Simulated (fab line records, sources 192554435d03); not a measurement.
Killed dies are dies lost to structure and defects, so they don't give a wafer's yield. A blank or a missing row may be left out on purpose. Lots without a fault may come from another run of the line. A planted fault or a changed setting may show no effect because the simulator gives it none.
Chamber matching | flow n5_finfet | N5_MIM_TOP_ETCH_STRIP_01 on rie_diel-04: 4 sister chambers
The step strips in O2. 8 wafers are shown with their chamber, then 12 later ones without.

WAFERS WITH THEIR CHAMBER
wafer  | chamber | showerhead_plenum_p_Torr (Torr) | drypump_motor_current_A (A)
L076.6 | 2       | 2.00                            | 6.6
L077.4 | 2       | 1.99                            | 6.7
L083.2 | 1       | 2.20                            | 6.2
L083.4 | 3       | 2.02                            | 5.1
L083.6 | 0       | 2.19                            | 5.3
L085.3 | 0       | 2.19                            | 5.3
L085.4 | 3       | 2.02                            | 5.1
L085.6 | 1       | 2.19                            | 6.2

WAFERS WITHOUT THEIR CHAMBER
wafer  | showerhead_plenum_p_Torr (Torr) | drypump_motor_current_A (A)
L086.1 | 1.99                            | 6.6
L086.5 | 2.19                            | 5.4
L086.6 | 2.02                            | 5.1
L089.1 | 2.02                            | 5.1
L089.2 | 1.98                            | 6.7
L089.5 | 1.98                            | 6.7
L095.2 | 2.19                            | 5.3
L095.5 | 2.19                            | 5.3
L095.6 | 2.19                            | 6.2
L097.3 | 2.02                            | 5.1
L097.5 | 2.19                            | 6.2
L097.6 | 1.98                            | 6.7

WHICH CHAMBER EACH WENT THROUGH
wafer  | from the rows above | in truth
L086.1 | 2                   | 2
L086.5 | 0                   | 0
L086.6 | 3                   | 3
L089.1 | 3                   | 3
L089.2 | 2                   | 2
L089.5 | 2                   | 2
L095.2 | 0                   | 0
L095.5 | 0                   | 0
L095.6 | 1                   | 1
L097.3 | 3                   | 3
L097.5 | 1                   | 1
L097.6 | 2                   | 2
Placed correctly: 12 of 12. Can't be placed from these rows: 0. Placed wrongly: 0.
How it was worked out, from the rows above alone: a wafer's distance from a chamber is the root of the sum, over the readings, of the square of ((its reading less the chamber's mean) divided by the reading's scatter). The wafer belongs to the nearest chamber; if the next one is less than 2 further off, it can't be placed. A chamber's mean is the mean of its shown wafers. The scatter: the root of (the sum of the squares of (reading less its chamber's mean) over the shown wafers, divided by (wafers less chambers)).
